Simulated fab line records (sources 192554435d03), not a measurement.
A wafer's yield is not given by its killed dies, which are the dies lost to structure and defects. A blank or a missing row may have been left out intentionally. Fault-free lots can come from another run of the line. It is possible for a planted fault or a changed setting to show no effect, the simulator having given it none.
Chamber matching + flow n5Finfet + N5_GATE_CUT_HM_DEP_46 on pecvd-03: 3 sister chambers
The step deposits SiO2 from TEOS/O2, target thk 130 nm, time 26.6 s. 6 wafers are shown with their chamber, then 12 later ones without.

## WAFERS WITH THEIR CHAMBER
| wafer  | chamber | showerheadPlenumPTorr (Torr) | throttleValvePct (%) |
|--------|---------|------------------------------|----------------------|
| L089.4 | 2       | 8.388                        | 17.7                 |
| L089.5 | 0       | 8.373                        | 18.8                 |
| L089.6 | 1       | 8.330                        | 18.1                 |
| L090.2 | 1       | 8.336                        | 18.2                 |
| L090.3 | 0       | 8.403                        | 18.4                 |
| L090.5 | 2       | 8.382                        | 17.6                 |

## WAFERS WITH NO CHAMBER GIVEN
| wafer  | showerheadPlenumPTorr (Torr) | throttleValvePct (%) |
|--------|------------------------------|----------------------|
| L091.3 | 8.390                        | 18.5                 |
| L091.4 | 8.386                        | 17.7                 |
| L091.6 | 8.343                        | 18.2                 |
| L093.1 | 8.378                        | 18.6                 |
| L093.4 | 8.336                        | 18.4                 |
| L093.6 | 8.383                        | 18.7                 |
| L095.3 | 8.402                        | 18.6                 |
| L095.5 | 8.389                        | 18.8                 |
| L095.6 | 8.316                        | 18.1                 |
| L097.2 | 8.407                        | 19.1                 |
| L097.4 | 8.387                        | 18.9                 |
| L097.5 | 8.406                        | 18.9                 |

## EACH ONE'S CHAMBER
| wafer  | from the rows above | in truth |
|--------|---------------------|----------|
| L091.3 | 0                   | 0        |
| L091.4 | 2                   | 2        |
| L091.6 | 1                   | 1        |
| L093.1 | 0                   | 0        |
| L093.4 | 1                   | 1        |
| L093.6 | 0                   | 0        |
| L095.3 | 0                   | 0        |
| L095.5 | 0                   | 0        |
| L095.6 | 1                   | 1        |
| L097.2 | 0                   | 0        |
| L097.4 | 0                   | 0        |
| L097.5 | 0                   | 0        |
12 of 12 placed correctly. Number that these rows cannot place: 0. Wrongly placed: 0.
How it was worked out, from the rows above alone: a wafer's distance from a chamber is the root of the sum, over the readings, of the square of ((its reading less the chamber's mean) divided by the reading's scatter). If the next closest chamber is less than 2 further off than the closest, the wafer can't be placed; otherwise it belongs to the closest. The mean given for a chamber averages the wafers shown for that chamber. The scatter: the root of (the sum of the squares of (reading less its chamber's mean) over the shown wafers, divided by (wafers less chambers)).
